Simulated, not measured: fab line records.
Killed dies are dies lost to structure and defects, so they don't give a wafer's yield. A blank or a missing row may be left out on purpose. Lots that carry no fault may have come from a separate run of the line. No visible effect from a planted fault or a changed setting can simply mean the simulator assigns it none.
2 desks, one fault / flow nand-harc / every desk sees just its own numbers, and what lay behind them comes last

## FROM THE METROLOGY DESK
What the gauges read, lot by lot, whatever tool the lot ran on: means of the sampled wafers that have a number. Marked OUT: a lot whose mean sits more than 4 standard deviations from the usual mean, which makes it out of limits; the brackets give that distance.
Columns: A = cd-nm at NHARC_A_M1_CD_MEAS_09, usual 120.0 nm
lot=L685; first seen here=day 17 14:29; A=120.5
lot=L688; first seen here=day 17 20:25; A=121.0
lot=L687; first seen here=day 17 21:38; A=121.0
lot=L686; first seen here=day 17 22:50; A=120.1
lot=L689; first seen here=day 18 02:15; A=119.6
lot=L690; first seen here=day 18 17:33; A=119.8
lot=L691; first seen here=day 18 20:44; A=120.1
lot=L693; first seen here=day 19 14:00; A=119.2
lot=L700; first seen here=day 21 19:23; A=126.6 (+11) OUT
lot=L699; first seen here=day 21 22:20; A=127.2 (+12) OUT
lot=L704; first seen here=day 22 16:20; A=120.3
lot=L706; first seen here=day 23 00:53; A=119.3
lot=L707; first seen here=day 23 17:35; A=120.3
This desk's finding: out of limits on L699, L700; first on L700, day 21 19:23 (cd-nm at NHARC_A_M1_CD_MEAS_09). L685, L688, L687, L686, L689, L690, L691, L693, L704, L706, L707 stayed within limits.

## THE DEFECT DESK
Inspection counts along the route, by lot: the mean over sampled wafers that carry a number. Marked OUT: a lot whose mean sits more than 4 standard deviations from the usual mean, which makes it out of limits; the brackets give that distance.
Columns: A = raw-defect-count at NHARC_A_M0_INSPECT_11, usual 30; B = raw-defect-count at NHARC_A_M0_INSPECT_27, usual 444
lot=L685; first seen here=day 17 10:29; A=11; B=497
lot=L688; first seen here=day 17 16:28; A=14; B=244
lot=L687; first seen here=day 17 17:47; A=19; B=510
lot=L686; first seen here=day 17 18:58; A=41; B=410
lot=L689; first seen here=day 17 22:08; A=8; B=427
lot=L690; first seen here=day 18 13:18; A=35; B=451
lot=L691; first seen here=day 18 16:48; A=13; B=578
lot=L693; first seen here=day 19 10:04; A=43; B=425
lot=L700; first seen here=day 21 15:25; A=30; B=418
lot=L699; first seen here=day 21 18:24; A=38; B=608
lot=L704; first seen here=day 22 11:17; A=69; B=340
lot=L706; first seen here=day 22 19:41; A=34; B=513
lot=L707; first seen here=day 23 13:46; A=43; B=518
This desk's finding: nothing out of limits on any of the 13 lots.

## PUT TOGETHER
On L699, L700, the metrology desk was in a position to raise an alarm at day 21 19:23.
No out-of-limits result turned up at the defect desk.
The defect desk has L699, L700 on record, within its limits.
NHARC_A_M1_PEB_07 was run on litho-track-06 by each of the lots named.

## WHAT THE SIMULATOR HAD INSERTED
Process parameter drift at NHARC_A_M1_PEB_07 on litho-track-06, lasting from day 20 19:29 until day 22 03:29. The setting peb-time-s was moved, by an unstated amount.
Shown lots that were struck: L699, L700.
Hours from the fault's start to each desk's first reading out of limits: the metrology desk, 24.
